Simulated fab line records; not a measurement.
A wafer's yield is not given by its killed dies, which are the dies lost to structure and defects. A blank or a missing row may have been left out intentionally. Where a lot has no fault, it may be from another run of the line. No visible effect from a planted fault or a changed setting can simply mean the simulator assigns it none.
fab line records	flow n5_finfet
record: lots: 6	wafers: 18	last_day: 15
route steps=1938 shown BEOL_M2@889 BEOL_M4@1111
lots that met no fault: taken from a fault-free run of the same line
start_h: the number of hours between the record's first day and the start of the first shown wafer of the lot	wait_h: how many hours have passed since the lot's step before this one	" as in the row above	L1.1+2: a single row standing in for several wafers	- no value present, or no start provided	* or withheld: withheld	< > ~ a bound
route shown NAME@n: a module of which the file shows steps, and the number in the route of the first	usual: mean/standard deviation taken from wafers without a fault	same: alike in all rows	chamber/n: place in a boat	sites: each site's reading	_std_site: the standard deviation of these	_edge_site: outer sites' mean less inner sites'	radius_mm: for every site, how far away it sits from the centre of the wafer	mask NAME#n: copy n	behind: the most recent tool/chamber to have shaped the wafer	hold: what put the lot on hold/how long, in hours/how the hold closed	device: names the non-switching transistor (n, p or np)	end of line: at the end of the route, the tests of the same wafers	step lacking rows: just its recipe	killed: dies lost to structure and defects at the first sort, not the wafer's yield	map: dies across one wafer; x = killed, . = not, _ = none there
set.NAME: the setting the step ran with; set.NAME@STEP: the setting that earlier step ran with	model.NAME: the simulator's own value behind a step, which no gauge read
certain route steps with their lots: each step a table, each wafer a row
services: when a tool's chamber went out of use (start_h, in hours from the record's first day, below 0 if earlier), for how many hours, and the reason
== steps ==
step: N5_BEOL_M2_STRIP_36
recipe: chemistry: N2/H2	power_w: 450	temp_c: 40	pressure_mtorr: 20	rf_frequency_hz: 6e+07	overash_fraction: 0.3	bias_power_w: 7	h2_frac: 0.5	n2_flow_sccm: 200	h2_flow_sccm: 200
step: N5_BEOL_M2_TRENCH_ETCH_37
recipe: chemistry: C4F6/O2	target_depth_a: 555.55	target: SiOC	time_s: 29.2	ion_energy_ev: 250	pressure_mtorr: 30	source_w: 355	bias_w: 185	Ar_flow_sccm: 300	C4F6_flow_sccm: 10	O2_flow_sccm: 10
step: N5_BEOL_M2_ETCH_41
recipe: chemistry: CH3F/O2	target: SiCN	target_depth_a: 299	taper_deg: 2	time_s: 52.5	ion_energy_ev: 120	mask_material: TiN	pressure_mtorr: 30	source_w: 395	bias_w: 75	Ar_flow_sccm: 150	CH3F_flow_sccm: 30	O2_flow_sccm: 20
step: N5_BEOL_M2_STRIP_97
recipe: chemistry: N2/H2	time_s: 10	power_w: 450	temp_c: 40	pressure_mtorr: 20	rf_frequency_hz: 6e+07	bias_power_w: 7	n2_flow_sccm: 200	h2_flow_sccm: 200
usual: drypump_motor_current_A: 5.8/0.44	oes_product_au: 0.79/0.079	rf_vpp_V: 59.1/0.88	showerhead_plenum_p_Torr: 2.57/0.099	throttle_valve_pct: 23.7/0.32
same: time_s: 10
lot.wafer	tool	chamber	start_h	wait_h	drypump_motor_current_A	oes_product_au	rf_hours_counter_h	rf_vpp_V	showerhead_plenum_p_Torr	throttle_valve_pct
L681.3	rie_diel-06	0	-	-	5.7	0.94	11	58.0	2.49	23.5
L681.4	"	2	"	"	5.4	0.76	165	59.3	2.64	24.0
L681.6	"	2	"	"	5.5	0.74	-	60.0	2.64	24.0
L682.1	rie_diel-01	1	-	-	5.6	0.87	44	59.5	2.69	23.4
L682.3	"	2	"	"	5.0	0.70	230	59.1	2.61	24.0
L682.6	"	0	"	"	5.6	0.74	-	60.0	2.42	23.8
L689.1	rie_diel-02	0	-	-	5.5	0.97	5	58.9	2.71	23.4
L689.3	"	0	"	"	5.5	0.96	-	59.3	2.71	23.4
L689.4	"	2	"	"	6.1	0.77	-	60.6	2.66	23.5
L692.1	rie_diel-01	0	-	-	5.7	0.72	193	58.1	2.41	23.9
L692.2	"	3	"	"	6.2	0.76	143	58.5	2.65	23.7
L692.6	"	2	"	"	5.0	0.69	-	60.5	2.61	24.0
L694.1	rie_diel-02	1	-	-	6.5	0.69	238	59.5	2.62	23.8
L694.4	"	2	"	"	6.1	0.76	130	59.1	2.65	23.6
L694.6	"	3	"	"	5.8	0.73	-	59.2	2.43	23.4
L695.3	rie_diel-02	1	-	-	6.5	0.69	240	58.9	2.61	23.8
L695.5	"	3	"	"	5.9	0.73	-	60.5	2.43	23.4
L695.6	"	0	"	"	5.5	0.92	-	59.1	2.70	23.4
step: N5_BEOL_M2_OCD_MEAS_38
usual: trench_depth_nm: 55.6/0.69
lot.wafer	tool	chamber	start_h	wait_h	trench_depth_nm
L681.3	ocd-01	-	142.73	-	55.8
L681.4	"	-	"	"	56.0
L681.6	"	-	"	"	55.3
L682.1	ocd-02	-	157.05	-	56.6
L682.3	"	-	"	"	55.2
L682.6	"	-	"	"	55.1
L689.1	ocd-01	-	198.68	-	57.0
L689.3	"	-	"	"	56.8
L689.4	"	-	"	"	56.0
L692.1	ocd-02	-	212.65	-	54.4
L692.2	"	-	"	"	55.4
L692.6	"	-	"	"	54.7
L694.1	ocd-01	-	229.04	-	55.3
L694.4	"	-	"	"	56.5
L694.6	"	-	"	"	55.6
L695.3	ocd-02	-	233.34	-	55.3
L695.5	"	-	"	"	56.0
L695.6	"	-	"	"	56.7
step: N5_BEOL_M2_HM_STRIP_39
recipe: chemistry: peroxide_tin_strip	material: TiN	target_depth_a: 250	temp_c: 50	time_s: 158
step: N5_BEOL_M2_SRD_40
recipe: time_s: 30	temp_c: 23	rinse_liquid: diw	dry: ipa_marangoni
step: N5_BEOL_M2_PRECLEAN_42
recipe: chemistry: residue_remover	time_s: 60	temp_c: 40
step: N5_BEOL_M2_SRD_43
recipe: time_s: 30	temp_c: 23	rinse_liquid: diw	dry: ipa_marangoni
step: N5_BEOL_M2_CD_MEAS_35
recipe: target_cd_nm: 18	target_cd_y_nm: 22.2	polarity: opening
usual: cd_nm: 18.13/0.3
lot.wafer	tool	chamber	start_h	wait_h	cd_nm
L681.3	cd_sem-01	-	142.89	0.0	18.51
L681.4	"	-	"	"	18.28
L681.6	"	-	"	"	18.56
L682.1	cd_sem-02	-	157.21	0.0	18.12
L682.3	"	-	"	"	17.77
L682.6	"	-	"	"	17.43
L689.1	cd_sem-02	-	198.84	0.0	18.25
L689.3	"	-	"	"	18.06
L689.4	"	-	"	"	17.66
L692.1	cd_sem-02	-	212.80	0.0	17.90
L692.2	"	-	"	"	17.76
L692.6	"	-	"	"	17.70
L694.1	cd_sem-01	-	229.19	0.0	18.13
L694.4	"	-	"	"	18.31
L694.6	"	-	"	"	18.28
L695.3	cd_sem-03	-	233.49	0.0	17.88
L695.5	"	-	"	"	18.09
L695.6	"	-	"	"	18.35
step: N5_BEOL_M2_DEGAS_44
recipe: ambient: vacuum	temp_c: 250	time_s: 60
step: N5_BEOL_M2_PRE_CLEAN_45
recipe: gas: H2/He	time_s: 30	temp_c: 250
step: N5_BEOL_M2_ALD_84
recipe: material: TaN	target_thk_a: *	temp_c: 275	ald_precursor_family: PDMAT	ald_co_reactant: NH3	pressure_torr: 3	carrier_flow_sccm: 1500	pulse_time_s: 2	purge_time_s: 3	co_reactant_purge_time_s: 2	co_reactant_pulse_time_s: 3	ald_cycles: 30	precursor_vessel_temp_c: 75	precursor_vessel_pressure_torr: 26.25	precursor_vessel_carrier_sccm: 1000
usual: ald_cycles: 30/0	heater_power_w: 430/38	mfc_carrier_sccm: 1500/4.5
same: co_reactant_pulse_time_s: 3	purge_time_s: 3
lot.wafer	tool	chamber	start_h	wait_h	ald_cycles	heater_power_w	mfc_carrier_sccm
L681.3	ald_metal-03	3	143.03	0.0	30	398	1507
L681.4	"	2	"	"	30	462	1501
L681.6	"	2	"	"	30	453	1497
L682.1	ald_metal-01	2	157.59	0.0	30	361	1497
L682.3	"	1	"	"	30	463	1501
L682.6	"	3	"	"	30	478	1503
L689.1	ald_metal-01	2	199.16	0.0	30	367	1495
L689.3	"	3	"	"	30	486	1497
L689.4	"	1	"	"	30	468	1503
L692.1	ald_metal-01	2	212.95	0.0	30	366	1509
L692.2	"	3	"	"	30	488	1494
L692.6	"	3	"	"	30	467	1499
L694.1	ald_metal-01	2	229.74	0.0	30	359	1499
L694.4	"	3	"	"	30	489	1501
L694.6	"	0	"	"	34	426	1496
L695.3	ald_metal-01	2	234.19	0.0	34	360	1500
L695.5	"	3	"	"	34	469	1505
L695.6	"	2	"	"	34	365	1503
step: N5_BEOL_M2_SURFACE_TREAT_85
recipe: gas: Ar	time_s: *	ion_energy_ev: *	ion_current_ma_cm2: 0.5	pressure_mtorr: *	ar_flow_sccm: 30
step: N5_BEOL_M2_CVD_47
recipe: material: Co	target_thk_a: 30	temp_c: withheld	precursor: CCTBA/H2	pressure_torr: 30	time_s: 223.8
step: N5_BEOL_M2_SPUTTER_48
recipe: material: Cu	target_thk_a: 45	temp_c: -20	chamber_pressure_pa: 0.07	power_w: withheld	time_s: 8.29
step: N5_BEOL_M2_ANNEAL_49
recipe: temp_c: 400	time_s: 240	ambient: vacuum
step: N5_BEOL_M2_SPUTTER_79
recipe: material: Cu	target_thk_a: 45	temp_c: -20	chamber_pressure_pa: 0.07	power_w: withheld	time_s: 8.29
step: N5_BEOL_M2_ANNEAL_80
recipe: temp_c: 400	time_s: 240	ambient: vacuum
step: N5_BEOL_M2_SPUTTER_81
recipe: material: Cu	target_thk_a: 45	temp_c: -20	chamber_pressure_pa: 0.07	power_w: withheld	time_s: 8.29
step: N5_BEOL_M2_ANNEAL_82
recipe: temp_c: 400	time_s: 240	ambient: vacuum
step: N5_BEOL_M2_SPUTTER_86
recipe: material: Cu	target_thk_a: 45	temp_c: -20	chamber_pressure_pa: 0.07	power_w: withheld	time_s: 8.29
usual: chuck_gas_flow_sccm: 1.25/0.051	throttle_valve_pct: 30.2/1.1
same: time_s: 8.29
lot.wafer	tool	chamber	start_h	wait_h	chuck_gas_flow_sccm	throttle_valve_pct
L681.3	pvd_sputter-02	-	145.23	0.1	1.30	30.3
L681.4	"	-	"	"	1.27	28.2
L681.6	"	-	"	"	1.23	28.6
L682.1	pvd_sputter-03	-	159.23	0.1	1.28	30.4
L682.3	"	-	"	"	1.37	31.8
L682.6	"	-	"	"	1.24	32.9
L689.1	pvd_sputter-02	-	200.36	0.1	1.20	30.9
L689.3	"	-	"	"	1.11	28.6
L689.4	"	-	"	"	1.26	30.5
L692.1	pvd_sputter-01	-	215.66	0.1	1.29	29.8
L692.2	"	-	"	"	1.24	30.1
L692.6	"	-	"	"	1.18	30.2
L694.1	pvd_sputter-03	-	231.14	0.1	1.28	30.1
L694.4	"	-	"	"	1.37	32.8
L694.6	"	-	"	"	1.35	32.0
L695.3	pvd_sputter-03	-	235.46	0.1	1.17	32.9
L695.5	"	-	"	"	1.22	28.8
L695.6	"	-	"	"	1.23	32.7
step: N5_BEOL_M2_ANNEAL_87
recipe: temp_c: 400	time_s: 240	ambient: vacuum
step: N5_BEOL_M2_SPUTTER_88
recipe: material: Cu	target_thk_a: 45	temp_c: -20	chamber_pressure_pa: 0.07	power_w: withheld	time_s: 8.29
usual: chuck_gas_flow_sccm: 1.25/0.053	throttle_valve_pct: 30.2/1.1
same: time_s: 8.29
lot.wafer	tool	chamber	start_h	wait_h	chuck_gas_flow_sccm	throttle_valve_pct
L681.3	pvd_sputter-02	-	145.45	0.1	1.20	30.3
L681.4	"	-	"	"	1.26	28.4
L681.6	"	-	"	"	1.20	28.1
L682.1	pvd_sputter-03	-	159.45	0.1	1.24	30.0
L682.3	"	-	"	"	1.27	31.8
L682.6	"	-	"	"	1.27	32.7
L689.1	pvd_sputter-02	-	200.58	0.1	1.32	30.6
L689.3	"	-	"	"	1.28	28.4
L689.4	"	-	"	"	1.21	30.5
L692.1	pvd_sputter-01	-	215.88	0.1	1.25	30.1
L692.2	"	-	"	"	1.32	30.4
L692.6	"	-	"	"	1.12	30.4
L694.1	pvd_sputter-03	-	231.36	0.1	1.20	30.3
L694.4	"	-	"	"	1.23	32.8
L694.6	"	-	"	"	1.22	32.0
L695.3	pvd_sputter-03	-	235.68	0.1	1.24	32.7
L695.5	"	-	"	"	1.30	29.2
L695.6	"	-	"	"	1.25	32.9
step: N5_BEOL_M2_ANNEAL_89
recipe: temp_c: 400	time_s: 240	ambient: vacuum
step: N5_BEOL_M2_SPUTTER_90
recipe: material: Cu	target_thk_a: 45	temp_c: -20	chamber_pressure_pa: 0.07	power_w: withheld	time_s: 8.29
step: N5_BEOL_M2_ANNEAL_91
recipe: temp_c: 400	time_s: 240	ambient: vacuum
step: N5_BEOL_M2_SPUTTER_92
recipe: material: Cu	target_thk_a: 45	temp_c: -20	chamber_pressure_pa: 0.07	power_w: withheld	time_s: 8.29
usual: chuck_gas_flow_sccm: 1.25/0.055	throttle_valve_pct: 30.2/1.1
same: time_s: 8.29
lot.wafer	tool	chamber	start_h	wait_h	chuck_gas_flow_sccm	throttle_valve_pct
L681.3	pvd_sputter-02	-	145.89	0.1	1.20	30.5
L681.4	"	-	"	"	1.22	28.4
L681.6	"	-	"	"	1.18	28.4
L682.1	pvd_sputter-03	-	159.89	0.1	1.27	30.3
L682.3	"	-	"	"	1.29	31.6
L682.6	"	-	"	"	1.32	32.7
L689.1	pvd_sputter-02	-	201.02	0.1	1.30	30.4
L689.3	"	-	"	"	1.16	28.3
L689.4	"	-	"	"	1.24	30.6
L692.1	pvd_sputter-01	-	216.32	0.1	1.32	29.8
L692.2	"	-	"	"	1.20	30.2
L692.6	"	-	"	"	1.27	30.1
L694.1	pvd_sputter-03	-	231.80	0.1	1.20	29.9
L694.4	"	-	"	"	1.15	33.0
L694.6	"	-	"	"	1.27	31.9
L695.3	pvd_sputter-03	-	236.12	0.1	1.18	33.0
L695.5	"	-	"	"	1.19	29.0
L695.6	"	-	"	"	1.12	32.8
step: N5_BEOL_M2_ANNEAL_93
recipe: temp_c: 400	time_s: 240	ambient: vacuum
step: N5_BEOL_M2_SPUTTER_94
recipe: material: Cu	target_thk_a: 45	temp_c: -20	chamber_pressure_pa: 0.07	power_w: withheld	time_s: 8.29
step: N5_BEOL_M2_ANNEAL_95
recipe: temp_c: 400	time_s: 240	ambient: vacuum
step: N5_BEOL_M2_SPUTTER_96
recipe: material: Cu	target_thk_a: 45	temp_c: -20	chamber_pressure_pa: 0.07	power_w: withheld	time_s: 8.29
step: N5_BEOL_M2_ECD_50
recipe: material: Cu	target_thk_a: 3000
step: N5_BEOL_M2_ANNEAL_51
recipe: temp_c: 225	time_s: 90	ambient: N2
step: N5_BEOL_M2_CMP_52
recipe: stop_on: SiOC	t_overpolish_s: 6.8	down_force_psi: 1	platen_rpm: 50	clearing_platen_down_force_psi: 1.5	clearing_platen_rpm: 50	post_cmp_clean: cu_alkaline	target_thk_nm: 40	clearing_platen_pad_velocity_m_s: 0.99484	pad_velocity_m_s: 0.99484
step: N5_BEOL_M2_THK_MEAS_53
recipe: thk_meas_gauge: xrf	reads: Cu_of_BEOL_M2_ECD_50
usual: M2_THK: 40.2/1.5
lot.wafer	tool	chamber	start_h	wait_h	M2_THK[nm]
L681.3	film_metro-01	-	147.12	-	38.5
L681.4	"	-	"	"	39.8
L681.6	"	-	"	"	38.7
L682.1	film_metro-01	-	161.12	-	38.3
L682.3	"	-	"	"	37.8
L682.6	"	-	"	"	38.1
L689.1	film_metro-02	-	202.25	-	43.6
L689.3	"	-	"	"	42.8
L689.4	"	-	"	"	41.6
L692.1	film_metro-01	-	217.55	-	36.8
L692.2	"	-	"	"	38.2
L692.6	"	-	"	"	37.3
L694.1	film_metro-02	-	233.08	-	39.3
L694.4	"	-	"	"	38.9
L694.6	"	-	"	"	39.3
L695.3	film_metro-01	-	237.35	-	42.2
L695.5	"	-	"	"	41.0
L695.6	"	-	"	"	41.8
step: N5_BEOL_M2_PRE_CLEAN_60
recipe: gas: NH3/H2	time_s: 15	temp_c: *	rf_power_w: 300
usual: heater_power_w: 92/16
same: time_s: 15
lot.wafer	tool	chamber	start_h	wait_h	heater_power_w
L681.3	cvd_co-02	1	147.20	0.1	79
L681.4	"	0	"	"	74
L681.6	"	2	"	"	98
L682.1	cvd_co-02	0	161.35	0.2	73
L682.3	"	2	"	"	95
L682.6	"	2	"	"	98
L689.1	cvd_co-01	0	202.29	0.0	113
L689.3	"	1	"	"	118
L689.4	"	0	"	"	111
L692.1	cvd_co-02	2	217.58	0.0	100
L692.2	"	1	"	"	84
L692.6	"	1	"	"	79
L694.1	cvd_co-02	2	233.12	0.0	95
L694.4	"	0	"	"	73
L694.6	"	1	"	"	82
L695.3	cvd_co-02	0	237.38	0.0	72
L695.5	"	1	"	"	80
L695.6	"	2	"	"	98
step: N5_BEOL_M2_CO_CAP_55
recipe: material: Co	target_thk_a: 20	temp_c: 200	precursor: CCTBA/H2	pressure_torr: 30	time_s: 102.1
step: N5_BEOL_M2_PRE_CLEAN_56
recipe: gas: NH3	time_s: 15	temp_c: withheld	rf_power_w: 300
step: N5_BEOL_M2_DEP_57
recipe: material: SiCN	target_thk_a: 80	temp_c: withheld	precursor: 3MS/NH3	pressure_torr: 3	rf_w: 202	time_s: 14
step: N5_BEOL_M2_RS_MEAS_58
recipe: thk_meas_gauge: four-point-probe	reads: Co_of_BEOL_M2_CO_CAP_55+Cu_of_BEOL_M2_ECD_50+Co_of_BEOL_M2_CVD_47+TaN_of_BEOL_M2_ALD_84
usual: M2_RS: 0.67/0.031
lot.wafer	tool	chamber	start_h	wait_h	M2_RS[ohm/sq]
L681.3	film_metro-02	-	147.44	0.1	0.69
L681.4	"	-	"	"	0.67
L681.6	"	-	"	"	0.69
L682.1	film_metro-02	-	161.58	0.0	0.70
L682.3	"	-	"	"	0.71
L682.6	"	-	"	"	0.70
L689.1	film_metro-01	-	202.54	0.1	0.60
L689.3	"	-	"	"	0.62
L689.4	"	-	"	"	0.64
L692.1	film_metro-01	-	217.84	0.1	0.74
L692.2	"	-	"	"	0.71
L692.6	"	-	"	"	0.73
L694.1	film_metro-02	-	233.34	0.0	0.67
L694.4	"	-	"	"	0.68
L694.6	"	-	"	"	0.67
L695.3	film_metro-02	-	237.61	0.1	0.62
L695.5	"	-	"	"	0.65
L695.6	"	-	"	"	0.63
step: N5_BEOL_M2_INSPECT_59
recipe: inspect_instrument: darkfield	mode: post_dep
usual: raw_defect_count: 77/23
lot.wafer	tool	chamber	start_h	wait_h	raw_defect_count
L681.3	defect_inspect-02	-	147.47	0.0	98
L681.4	"	-	"	"	133
L681.6	"	-	"	"	62
L682.1	defect_inspect-02	-	161.60	0.0	77
L682.3	"	-	"	"	68
L682.6	"	-	"	"	41
L689.1	defect_inspect-02	-	202.57	0.0	78
L689.3	"	-	"	"	79
L689.4	"	-	"	"	87
L692.1	defect_inspect-01	-	217.86	0.0	50
L692.2	"	-	"	"	48
L692.6	"	-	"	"	50
L694.1	defect_inspect-02	-	233.37	0.0	75
L694.4	"	-	"	"	104
L694.6	"	-	"	"	111
L695.3	defect_inspect-02	-	237.63	0.0	54
L695.5	"	-	"	"	95
L695.6	"	-	"	"	82
step: N5_BEOL_M4_RC_MEAS_101
usual: CHAIN_V1: 229/6.6	CHAIN_V1_max_site: 237/7.4	DIBL_N: 36.5/1.4	DIBL_P: 36.6/1.6	IOFF_N: 0.160/0.024	IOFF_P: 0.217/0.029	ION_N: 674/8.7	ION_P: 464/6.5	SS_N: 71.6/0.47	SS_P: 73.4/0.57	VT_N: 250.0/2.5	VT_P: -250/3.1
lot.wafer	tool	chamber	start_h	wait_h	CHAIN_V1[ohm/link]	CHAIN_V1_max_site[ohm/link]	DIBL_N[mV/V]	DIBL_P[mV/V]	IOFF_N[nA/um]	IOFF_P[nA/um]	ION_N[uA/um]	ION_P[uA/um]	SS_N[mV/dec]	SS_P[mV/dec]	VT_N[mV]	VT_P[mV]
L681.3	prober-02	0	174.38	0.3	217	226	33.7	35.3	0.136	0.191	658	461	71.6	73.3	250.9	-249
L681.4	"	0	"	"	217	227	35.1	36.5	0.151	0.205	681	473	72.4	73.4	251.0	-249
L681.6	"	0	"	"	222	230	32.8	33.8	0.116	0.167	668	465	71.3	72.4	256.0	-254
L682.1	prober-01	0	185.45	0.0	232	237	37.1	37.6	0.187	0.222	687	466	72.2	73.6	246.3	-249
L682.3	"	0	"	"	226	232	35.5	35.4	0.145	0.185	666	458	71.4	73.0	250.0	-252
L682.6	"	0	"	"	244	249	35.0	34.4	0.145	0.177	667	456	71.6	72.6	251.0	-253
L689.1	prober-02	0	233.87	0.0	227	244	36.0	33.3	0.136	0.197	669	465	71.3	72.4	251.6	-248
L689.3	"	0	"	"	231	236	38.4	36.2	0.192	0.230	677	463	71.5	73.5	246.7	-247
L689.4	"	0	"	"	235	242	35.9	33.6	0.137	0.186	667	459	71.5	72.3	248.8	-251
L692.1	prober-01	0	243.84	0.0	233	240	37.9	37.8	0.179	0.259	674	466	71.5	73.1	248.5	-245
L692.2	"	0	"	"	228	235	37.2	37.1	0.170	0.244	684	474	71.3	73.9	247.9	-248
L692.6	"	0	"	"	224	233	36.6	36.2	0.155	0.221	680	468	71.7	72.8	249.9	-247
L694.1	prober-02	0	260.27	0.0	229	235	37.5	37.1	0.164	0.228	676	468	72.0	73.8	251.5	-248
L694.4	"	0	"	"	217	222	35.9	36.0	0.144	0.210	671	462	72.1	72.0	252.7	-250
L694.6	"	0	"	"	246	254	37.0	37.2	0.159	0.241	671	463	71.9	73.0	250.1	-247
L695.3	prober-01	0	263.70	0.3	266	275	35.9	35.6	0.140	0.198	660	462	70.6	73.2	252.2	-248
L695.5	"	0	"	"	255	265	36.3	36.7	0.148	0.212	661	457	71.5	73.2	251.1	-250
L695.6	"	0	"	"	237	245	36.8	37.0	0.166	0.221	688	470	71.1	73.2	248.1	-246
sites CHAIN_V1 radius_mm=0,75,75,75,75,140,140,140,140
L681.3 215 218 215 217 219 214 226 213 220
L682.1 225 237 232 233 234 228 234 224 231
L689.1 241 231 226 239 244 224 222 227 223
L692.1 240 233 240 236 238 224 214 219 226
L694.1 230 235 228 229 235 218 221 230 221
L695.3 275 270 266 259 270 265 266 251 257
== services ==
tool	chamber	start_h	hours	kind
ald_metal-01	-	123.29	0.6	repair
ald_metal-03	1	134.76	5.5	repair
rie_diel-06	-	152.14	4.3	pm
rie_diel-02	-	161.27	0.4	repair
rie_diel-02	0	168.03	-	clean
rie_diel-02	0	168.03	-	consumable_replace:focus_ring
rie_diel-02	0	168.03	-	consumable_replace:showerhead
rie_diel-02	0	168.03	16.3	scheduled_down
rie_diel-02	0	168.03	16.3	vent_cycle
pvd_sputter-03	-	168.44	10.5	repair
ald_metal-03	3	178.68	-	calibration
rie_diel-01	2	185.30	17.7	repair
rie_diel-02	1	195.81	5.5	repair
rie_diel-02	3	198.03	6.0	repair
ald_metal-03	-	206.57	4.3	pm
ald_metal-01	0	211.37	11.5	repair
ald_metal-01	1	217.23	12.6	repair
rie_diel-01	2	231.57	-	clean
rie_diel-01	2	231.57	-	consumable_replace:focus_ring
rie_diel-01	2	231.57	32.8	scheduled_down
rie_diel-01	2	231.57	32.8	vent_cycle
== key ==
first_sign: step: N5_BEOL_M2_ALD_84	reading: ald_cycles	direction: up	sigmas: 99+	usual: *	struck: *
effect: step: N5_BEOL_M4_RC_MEAS_101	reading: CHAIN_V1	direction: up	sigmas: 3.3	usual: 229	struck: 251
effect: step: N5_BEOL_M4_RC_MEAS_101	reading: CHAIN_V1_max_site	direction: up	sigmas: 3	usual: 237	struck: 260
met_at N5_BEOL_M2_ALD_84
struck_wafers L694.6,L695.3,L695.5,L695.6
onset_between 212.95 229.74
fault: kind: process_parameter_drift	tool: ald_metal-01	chamber: -	onset_h: 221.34	steps: N5_BEOL_M2_ALD_84	channel: ald_cycles	offset: *	shape: step	end_h: 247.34	scope: struck_wafers_only	acts_in: *	stated: *
